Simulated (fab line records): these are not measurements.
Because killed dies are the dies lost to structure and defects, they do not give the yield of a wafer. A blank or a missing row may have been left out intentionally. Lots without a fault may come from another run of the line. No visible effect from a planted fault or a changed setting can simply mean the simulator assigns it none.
Split-lot study    flow n5_finfet    21 wafers read from 7 lots, route of 1938 steps

== ABOUT THE SPLIT ==
At N5_BEOL_M5_ETCH_41 (etches SiCN in CH3F/O2, target depth 31.5 nm, time 56.7 s), the setting source_w was moved away from the recipe's 395 W on 2 of the 21 wafers read, by -16.2% to +10.3%. For the rest of the wafers, this setting stayed at what the recipe calls for.

Reading taken at the split's own step.

== THE READING ==
rf_vpp_V, in V, at N5_BEOL_M5_ETCH_41 (etches SiCN in CH3F/O2, target depth 31.5 nm, time 56.7 s). Typical for fault-free wafers on this fab line: 297.5 V, with standard deviation 1.3 V.

wafer   tool, chamber at the split  source_w as run, W  against the recipe  rf_vpp_V, V  against lot-mates on the recipe
L076.1  rie_diel-03, 3              395                 recipe              298.1        -
L076.5  rie_diel-03, 1              435.6               +10.3%              285.1        -12.6
L076.6  rie_diel-03, 0              395                 recipe              297.3        -
L080.4  rie_diel-04, 1              395                 recipe              297.7        -
L080.5  rie_diel-04, 0              330.9               -16.2%              316.8        +19.3
L080.6  rie_diel-04, 1              395                 recipe              297.4        -
L082.3  rie_diel-04, 0              395                 recipe              299.2        -
L082.4  rie_diel-04, 1              395                 recipe              294.2        -
L082.6  rie_diel-04, 1              395                 recipe              296.9        -
L083.3  rie_diel-05, 1              395                 recipe              298.4        -
L083.4  rie_diel-05, 0              395                 recipe              297.7        -
L083.5  rie_diel-05, 3              395                 recipe              301.0        -
L084.1  rie_diel-04, 3              395                 recipe              295.7        -
L084.3  rie_diel-04, 1              395                 recipe              296.9        -
L084.6  rie_diel-04, 3              395                 recipe              298.0        -
L085.1  rie_diel-05, 3              395                 recipe              299.8        -
L085.3  rie_diel-05, 1              395                 recipe              298.0        -
L085.6  rie_diel-05, 2              395                 recipe              297.9        -
L096.3  rie_diel-03, 3              395                 recipe              296.9        -
L096.5  rie_diel-03, 2              395                 recipe              296.9        -
L096.6  rie_diel-03, 3              395                 recipe              296.0        -

THE FIT
A straight line over all 21 wafers: rf_vpp_V changes by -1.19 V for each +1% of source_w; r = -0.96; the points scatter about the line by 1.5 V.
The same after taking each lot's own level away (the mean of its wafers on the recipe; 21 wafers): -1.2 V for each +1%; r = -0.98; scatter 1.1 V.
That fit puts the effect of the largest move of source_w on the reading at 19 V.
Across the lots, their own levels run from 296.60 to 299.03 V, a range of 1.9 times the standard deviation given above.
The two slopes agree, so the slope changes little with the lot-to-lot level.
Check: for one of the wafers moved furthest among these (-16.2%), held out of the fit, the line's prediction against its lot-mates is +19.9 V. It came out at +19.3 V against them.
Tool readings at the split's step, against how far the setting was moved: rf_vpp_V r = -0.96.

== OTHER SPLITS ON THESE WAFERS ==
Note: prior to the reading, these wafers also went through further splits. Each is held against what the fit with the lots' levels taken away leaves over:
other split on the same wafers    wafers away from the commonest value  r with rf_vpp_V (lot level and that fit taken away)
N5_BEOL_M3_COAT_67 spin_rpm       3                                     +0.05
N5_BEOL_M3_COAT_22 spin_rpm       7                                     -0.05
N5_BEOL_M5_COAT_22 spin_rpm       8                                     -0.21
N5_BEOL_M5_TRENCH_ETCH_37 bias_w  7                                     -0.13

== THE FILE'S OWN FIT ==
rf_vpp_V changes by -1.2 V for each +1% of source_w, r = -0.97.
